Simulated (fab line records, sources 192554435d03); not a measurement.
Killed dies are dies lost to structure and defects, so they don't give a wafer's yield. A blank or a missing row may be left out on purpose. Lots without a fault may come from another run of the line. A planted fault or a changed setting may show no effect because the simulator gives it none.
Split-lot experiment | flow n5_finfet | 7 lots, 21 wafers read, on a route of 1938 steps

THE SPLIT
At N5_HKMG_FIN_PEB_10 (peb time 60 s), the setting peb_time_s was moved away from the recipe's 60 s on 8 of the 21 wafers read, by -20.4% to +21.7%. The other wafers ran this setting at the recipe's value.

FROM THE SPLIT TO THE READING: what the file shows between them, 1 step
- N5_HKMG_FIN_DEVELOP_11: develop time 30 s (also split here: develop_time_s)

THE READING
cd_nm, in nm, at N5_HKMG_FIN_CD_MEAS_12 (target cd 92.8 nm). Fault-free wafers of this fab line usually give 92.6 nm, standard deviation 0.8 nm.

wafer  | tool, chamber at the split | peb_time_s as run, s | against the recipe | cd_nm, nm | against lot-mates on the recipe
L076.1 | litho_track-05, 0          | 60                   | recipe             | 93.3      | -
L076.2 | litho_track-05, 0          | 72.63                | +21.0%             | 98.4      | +5.1
L076.3 | litho_track-05, 0          | 72.63                | +21.0%             | 98.9      | +5.6
L080.1 | litho_track-05, 0          | 60                   | recipe             | 93.6      | -
L080.4 | litho_track-05, 0          | 60                   | recipe             | 92.9      | -
L080.5 | litho_track-05, 0          | 60                   | recipe             | 91.9      | -
L083.2 | litho_track-03, 0          | 60                   | recipe             | 92.2      | -
L083.3 | litho_track-03, 0          | 60                   | recipe             | 91.8      | -
L083.4 | litho_track-03, 0          | 60                   | recipe             | 93.0      | -
L084.3 | litho_track-03, 0          | 73.03                | +21.7%             | 97.9      | +7.1
L084.4 | litho_track-03, 0          | 73.03                | +21.7%             | 98.9      | +8.1
L084.6 | litho_track-03, 0          | 60                   | recipe             | 90.8      | -
L085.3 | litho_track-05, 0          | 60                   | recipe             | 93.5      | -
L085.4 | litho_track-05, 0          | 47.76                | -20.4%             | 84.6      | -9.4
L085.6 | litho_track-05, 0          | 60                   | recipe             | 94.4      | -
L090.1 | litho_track-04, 0          | 60                   | recipe             | 92.5      | -
L090.3 | litho_track-04, 0          | 65.28                | +8.8%              | 96.5      | +3.8
L090.4 | litho_track-04, 0          | 60                   | recipe             | 92.9      | -
L093.1 | litho_track-05, 0          | 69.37                | +15.6%             | 96.7      | +4.1
L093.3 | litho_track-05, 0          | 69.37                | +15.6%             | 99.2      | +6.6
L093.5 | litho_track-05, 0          | 60                   | recipe             | 92.6      | -

THE FIT
A straight line over all 21 wafers: cd_nm changes by +0.311 nm for each +1% of peb_time_s; r = +0.96; the points scatter about the line by 1.1 nm.
The same after taking each lot's own level away (the mean of its wafers on the recipe; 21 wafers): +0.346 nm for each +1%; r = +0.97; scatter 0.98 nm.
On that fit, the largest move of peb_time_s shifts the reading by 7.5 nm.
The lots' own levels span 90.80 to 93.95 nm, that is 3.9 times the standard deviation above.
So the lot-to-lot level changes the slope: the two fits differ.
Check: with one of the wafers moved furthest among these (+21.7%) left out of the fit, the line predicts +7.3 nm for it against its lot-mates. It came out at +7.1 nm against them.

OTHER SPLITS ON THESE WAFERS
These wafers also went through other splits before the reading. Each is held against what the fit with the lots' levels taken away leaves over:
other split on the same wafers        | wafers away from the commonest value | r with cd_nm (lot level and that fit taken away)
N5_SD_EPI_N_EPI_21 temp_c             | 5                                    | -0.14
N5_HKMG_FIN_DEVELOP_11 develop_time_s | 7                                    | +0.13

THE FILE'S OWN FIT
cd_nm changes by +0.354 nm for each +1% of peb_time_s, r = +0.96.
